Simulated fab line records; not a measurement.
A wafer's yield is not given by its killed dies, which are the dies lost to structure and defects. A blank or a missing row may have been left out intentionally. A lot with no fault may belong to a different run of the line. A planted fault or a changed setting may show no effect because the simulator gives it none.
Which tool did it? | flow nandHarc | Sampling: 11 lots, 33 wafers, 6 of 1302 route steps

## WHAT EACH GAUGE READ, for each wafer
NHARC_P_ZERO_WELL_CD_MEAS_37: target cd 720 nm. Usual: 719.8 nm for cdNm, sd 1.9.
lot  | measured    | on       | cdNm (nm)         | flag
L597 | day 2 10:14 | cdSem-02 | 723.1 720.2 720.0 | 
L599 | day 3 06:10 | cdSem-01 | 718.3 719.5 720.1 | 
L601 | day 4 02:02 | cdSem-01 | 720.5 719.6 721.9 | 
L602 | day 4 12:01 | cdSem-03 | 720.9 720.0 718.7 | 
L603 | day 4 22:07 | cdSem-03 | 719.6 719.9 720.9 | 
L607 | day 6 14:00 | cdSem-01 | 719.0 718.7 719.3 | 
L608 | day 7 03:19 | cdSem-02 | 718.9 719.9 721.8 | 
L610 | day 7 20:13 | cdSem-02 | 718.5 716.9 716.5 | 
L611 | day 8 05:55 | cdSem-01 | - - -             | OFF
L613 | day 9 02:01 | cdSem-01 | 721.5 719.2 720.9 | 
L614 | day 9 12:06 | cdSem-02 | 721.8 723.5 717.0 | 

NHARC_P_ZERO_WELL_INSPECT_43. Usual: 13 for rawDefectCount, sd 6.7.
lot  | measured    | on               | rawDefectCount | flag
L597 | day 2 13:36 | defectInspect-01 | 9 8 11         | 
L599 | day 3 09:51 | defectInspect-01 | 25 21 13       | 
L601 | day 4 05:30 | defectInspect-01 | 12 6 4         | 
L602 | day 4 15:32 | defectInspect-02 | 12 11 8        | 
L603 | day 5 01:35 | defectInspect-01 | 23 10 11       | 
L607 | day 6 17:27 | defectInspect-02 | 14 7 10        | 
L608 | day 7 06:49 | defectInspect-02 | 12 9 5         | 
L610 | day 7 23:48 | defectInspect-02 | 5 9 23         | 
L611 | day 8 09:29 | defectInspect-02 | 22 11 14       | 
L613 | day 9 05:21 | defectInspect-01 | 5 4 14         | 
L614 | day 9 15:34 | defectInspect-02 | 23 15 18       | 

NHARC_END_SORT_01. Usual: killedAtArray 59, standard deviation 20; killedAtOther 0.8, standard deviation 1.1; killedAtPeriphery 5, standard deviation 3.1; killedDies 64, standard deviation 21; killedOpen 3.4, standard deviation 1.9; killedShort 2.3, standard deviation 1.7.
lot  | measured     | on        | killedAtArray | killedAtOther | killedAtPeriphery | killedDies  | killedOpen | killedShort | flag
L597 | day 24 09:34 | prober-02 | 22 17 20      | 1 0 0         | 0 2 3             | 23 19 23    | 2 2 2      | 2 3 3       | 
L601 | day 26 09:52 | prober-01 | 64 79 78      | 0 0 0         | 3 4 0             | 67 83 78    | 2 1 1      | 2 1 1       | 
L607 | day 29 03:18 | prober-02 | 43 36 28      | 0 0 0         | 1 1 2             | 44 37 30    | 2 6 3      | 1 2 1       | 
L608 | day 29 17:34 | prober-02 | 45 43 56      | 0 2 3         | 4 4 5             | 49 49 64    | 0 4 5      | 3 3 4       | 
L610 | day 30 04:29 | prober-01 | 103 84 89     | 0 1 1         | 6 4 6             | 109 89 96   | 8 4 2      | 3 1 3       | 
L611 | day 30 05:18 | prober-02 | 48 69 42      | 0 1 0         | 629 607 635       | 677 677 677 | 0 6 1      | 2 6 1       | OFF
L613 | day 31 18:07 | prober-01 | 62 71 60      | 0 0 0         | 5 3 1             | 67 74 61    | 1 4 4      | 1 0 3       | 

## WHAT TOOL EACH LOT RAN ON (gives the tool, then ch and the chambers of the sampled wafers, and finally the start)
lot  | NHARC_P_ZERO_WELL_DESCUM_26      | NHARC_P_ZERO_WELL_EXPOSE_34     | NHARC_P_ZERO_WELL_DESCUM_39
L597 | rieDiel-13 ch 2,3, day 2 08:45   | krfScanner-04 ch 0, day 2 10:05 | rieDiel-02 ch 1,3, day 2 10:23
L599 | rieDiel-04 ch 1,2,3, day 3 04:42 | krfScanner-01 ch 0, day 3 06:01 | rieDiel-02 ch 0,1,2, day 3 06:22
L601 | rieDiel-04 ch 1,2,3, day 4 00:41 | krfScanner-02 ch 0, day 4 01:52 | rieDiel-13 ch 1,3, day 4 02:11
L602 | rieDiel-13 ch 1,2, day 4 10:40   | krfScanner-02 ch 0, day 4 11:52 | rieDiel-02 ch 0,1,3, day 4 12:13
L603 | rieDiel-02 ch 1,3, day 4 20:46   | krfScanner-02 ch 0, day 4 21:58 | rieDiel-04 ch 0,3, day 4 22:17
L607 | rieDiel-04 ch 1,2,3, day 6 12:37 | krfScanner-01 ch 0, day 6 13:50 | rieDiel-04 ch 1,2, day 6 14:09
L608 | rieDiel-04 ch 0,1, day 7 01:55   | krfScanner-01 ch 0, day 7 03:10 | rieDiel-13 ch 0,2,3, day 7 03:31
L610 | rieDiel-02 ch 0,1,3, day 7 18:44 | krfScanner-01 ch 0, day 7 20:04 | rieDiel-13 ch 0,1,2, day 7 20:23
L611 | rieDiel-02 ch 0,1,3, day 8 04:35 | krfScanner-01 ch 0, day 8 05:46 | rieDiel-13 ch 0,1,3, day 8 06:10
L613 | rieDiel-13 ch 0,1,2, day 9 00:40 | krfScanner-02 ch 0, day 9 01:51 | rieDiel-13 ch 1,2, day 9 02:11
L614 | rieDiel-13 ch 1,2,3, day 9 10:44 | krfScanner-02 ch 0, day 9 11:56 | rieDiel-04 ch 0,1,2, day 9 12:16
- NHARC_P_ZERO_WELL_DESCUM_26: chemistry O2, time 3 s.
- NHARC_P_ZERO_WELL_EXPOSE_34: exposes mask P PWELL, target cd 720 nm.
- NHARC_P_ZERO_WELL_DESCUM_39: chemistry O2, time 3 s.

## AS READ BY THE TOOLS THEMSELVES (means over the sampled wafers that have a number; for cases with no such wafer, the mark the record gives instead)
NHARC_P_ZERO_WELL_DESCUM_26. Usual: drypumpMotorCurrentA 5.8 A, standard deviation 0.6; oesProductAu 1.002 a.u., standard deviation 0.012; rfVppV 57.9 V, standard deviation 0.96; showerheadPlenumPTorr 1.94 Torr, standard deviation 0.088; throttleValvePct 11.312 %, standard deviation 0.0093.
lot  | tool       | drypumpMotorCurrentA (A) | oesProductAu (a.u.) | rfVppV (V) | showerheadPlenumPTorr (Torr) | throttleValvePct (%) | flag
L597 | rieDiel-13 | 5.3                      | 0.987               | 57.7       | 1.89                         | 11.314               | 
L599 | rieDiel-04 | 5.5                      | 0.999               | 58.8       | 2.00                         | 11.320               | 
L601 | rieDiel-04 | 5.5                      | 0.999               | 58.0       | 2.00                         | 11.320               | 
L602 | rieDiel-13 | 5.4                      | 1.004               | 56.8       | 1.82                         | 11.320               | 
L603 | rieDiel-02 | 6.6                      | 1.010               | 57.8       | 1.86                         | 11.313               | 
L607 | rieDiel-04 | 5.5                      | 1.002               | 58.6       | 2.00                         | 11.310               | 
L608 | rieDiel-04 | 5.9                      | 1.007               | 58.1       | 2.00                         | 11.307               | 
L610 | rieDiel-02 | 6.7                      | 1.009               | 57.3       | 1.84                         | 11.313               | 
L611 | rieDiel-02 | 6.7                      | 1.009               | 57.7       | 1.84                         | 11.316               | 
L613 | rieDiel-13 | 5.6                      | 1.009               | 58.8       | 1.95                         | 11.319               | 
L614 | rieDiel-13 | 5.8                      | 1.017               | 57.3       | 1.94                         | 11.311               | 

NHARC_P_ZERO_WELL_EXPOSE_34. Usual: 22.310 for exposureDoseMJCm2, sd 0.022.
lot  | tool          | exposureDoseMJCm2 | flag
L597 | krfScanner-04 | 22.322            | 
L599 | krfScanner-01 | 22.297            | 
L601 | krfScanner-02 | 22.281            | 
L602 | krfScanner-02 | 22.287            | 
L603 | krfScanner-02 | 22.303            | 
L607 | krfScanner-01 | 22.329            | 
L608 | krfScanner-01 | 22.287            | 
L610 | krfScanner-01 | 22.324            | 
L611 | krfScanner-01 | 22.314            | 
L613 | krfScanner-02 | 22.291            | 
L614 | krfScanner-02 | 22.308            | 

NHARC_P_ZERO_WELL_DESCUM_39. Usual: drypumpMotorCurrentA 5.9 A, standard deviation 0.6; oesProductAu 1.003 a.u., standard deviation 0.013; rfVppV 57.9 V, standard deviation 0.9; showerheadPlenumPTorr 1.93 Torr, standard deviation 0.092; throttleValvePct 11.311 %, standard deviation 0.0084.
lot  | tool       | drypumpMotorCurrentA (A) | oesProductAu (a.u.) | rfVppV (V) | showerheadPlenumPTorr (Torr) | throttleValvePct (%) | flag
L597 | rieDiel-02 | 6.7                      | 1.022               | 57.5       | 1.91                         | 11.306               | 
L599 | rieDiel-02 | 6.4                      | 1.014               | 56.8       | 1.89                         | 11.307               | 
L601 | rieDiel-13 | 6.2                      | 0.995               | 57.4       | 1.88                         | 11.308               | 
L602 | rieDiel-02 | 6.6                      | 1.006               | 57.8       | 1.85                         | 11.311               | 
L603 | rieDiel-04 | 5.8                      | 0.995               | 58.4       | 2.01                         | 11.300               | 
L607 | rieDiel-04 | 5.6                      | 1.011               | 58.4       | 1.99                         | 11.307               | 
L608 | rieDiel-13 | 5.4                      | 0.995               | 57.7       | 1.90                         | 11.312               | 
L610 | rieDiel-13 | 5.6                      | 1.007               | 58.2       | 1.84                         | 11.316               | 
L611 | rieDiel-13 | 5.9                      | 1.006               | 57.9       | 1.98                         | 11.305               | 
L613 | rieDiel-13 | 6.0                      | 1.018               | 58.1       | 1.99                         | 11.313               | 
L614 | rieDiel-04 | 5.6                      | 0.999               | 58.3       | 1.98                         | 11.302               | 

## THE ANSWER, worked out from the rows above alone
Rule: a lot is off if the mean of its wafers that have a number lies more than 3 standard deviations from the usual mean. A lot without any number at a reading at which 4 lots or more have one is off too. All remaining lots with rows at the step are treated as sound. First the gauges in route order, then the tools' own readings, where a lot's mean is used as printed above. At the first step where some lot is off, the reading lying furthest off is the one used; lots without a number count as furthest.
Off, at NHARC_P_ZERO_WELL_CD_MEAS_37 on cdNm: L611. Without a number there: L611.
A tool fits if, at a process step before that reading, it ran every lot that is off, and no sound lot after the first of them. The gauges at NHARC_P_ZERO_WELL_CD_MEAS_37 aren't tried: what is off there is off at NHARC_END_SORT_01 too, on other tools, and a gauge's error can't cause that. Undecided on this evidence; 2 tools fit (rieDiel-02 at NHARC_P_ZERO_WELL_DESCUM_26, krfScanner-01 at NHARC_P_ZERO_WELL_EXPOSE_34).

## WHAT THE SIMULATOR PUT IN
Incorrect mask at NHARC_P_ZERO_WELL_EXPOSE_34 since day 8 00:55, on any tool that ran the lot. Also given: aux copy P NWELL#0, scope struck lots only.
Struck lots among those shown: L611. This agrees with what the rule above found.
